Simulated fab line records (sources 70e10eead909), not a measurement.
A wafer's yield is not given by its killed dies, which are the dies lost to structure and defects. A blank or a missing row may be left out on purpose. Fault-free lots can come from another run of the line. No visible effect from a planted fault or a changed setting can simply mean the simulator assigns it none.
Chamber matching -- flow nand harc -- rie diel-09 running NHARC_A_BLC_ETCH_16: 4 sister chambers
The step etches the open film in CF4, target depth 39 nm, time 65 s. 16 wafers are shown with their chamber, then 8 later ones without.

WAFERS PAIRED WITH THEIR CHAMBERS
wafer,chamber,drypump motor current A (A),oes product au (a.u.),rf vpp V (V)
L074.1,1,5.6,1.007,151.2
L074.3,3,5.9,0.989,150.1
L074.5,3,5.9,0.990,150.3
L076.2,2,6.1,0.985,150.2
L076.3,3,5.9,0.988,150.6
L076.6,1,5.6,1.010,151.0
L078.1,0,5.8,0.980,149.8
L078.4,0,5.8,0.983,150.0
L078.6,3,5.9,0.988,150.8
L079.3,1,5.5,1.018,151.0
L079.4,2,6.1,0.986,149.7
L079.6,0,5.7,1.000,151.5
L087.1,3,5.9,1.002,150.9
L087.5,0,5.8,0.982,148.8
L087.6,2,6.1,0.974,151.3
L089.1,0,5.8,0.974,149.7

SIGNATURES (means of the wafers above)
reading,chamber 0,chamber 1,chamber 2,chamber 3,scatter within a chamber
drypump motor current A,5.780,5.567,6.100,5.900,0.035
oes product au,0.98380,1.01167,0.98167,0.99140,0.00749
rf vpp V,149.960,151.067,150.400,150.540,0.685
Rule: a wafer's distance from a chamber is the root of the sum, over the readings, of the square of ((its reading less the chamber's mean) divided by the reading's scatter). The wafer belongs to the nearest chamber; if the next one is less than 2 further off, it can't be placed. The scatter: the root of (the sum of the squares of (reading less its chamber's mean) over the shown wafers, divided by (wafers less chambers)).

WAFERS WITHOUT THEIR CHAMBER
wafer,drypump motor current A (A),oes product au (a.u.),rf vpp V (V)
L089.3,5.6,1.008,149.7
L089.4,6.1,0.974,150.1
L092.4,5.9,0.998,151.0
L092.5,5.5,1.000,150.5
L092.6,6.1,0.974,150.6
L096.1,5.9,0.990,151.3
L096.4,5.6,1.006,150.1
L096.6,5.8,0.966,151.8

WHICH CHAMBER EACH ONE RAN IN
wafer,from the rows above,in truth
L089.3,1,1
L089.4,2,2
L092.4,3,3
L092.5,1,1
L092.6,2,2
L096.1,3,3
L096.4,1,1
L096.6,can't be placed: 0 or 3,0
Placed correctly: 7 of 8. Can't be placed from these rows: 1 (the true chamber is among the candidates in 1). Placed wrongly: 0.
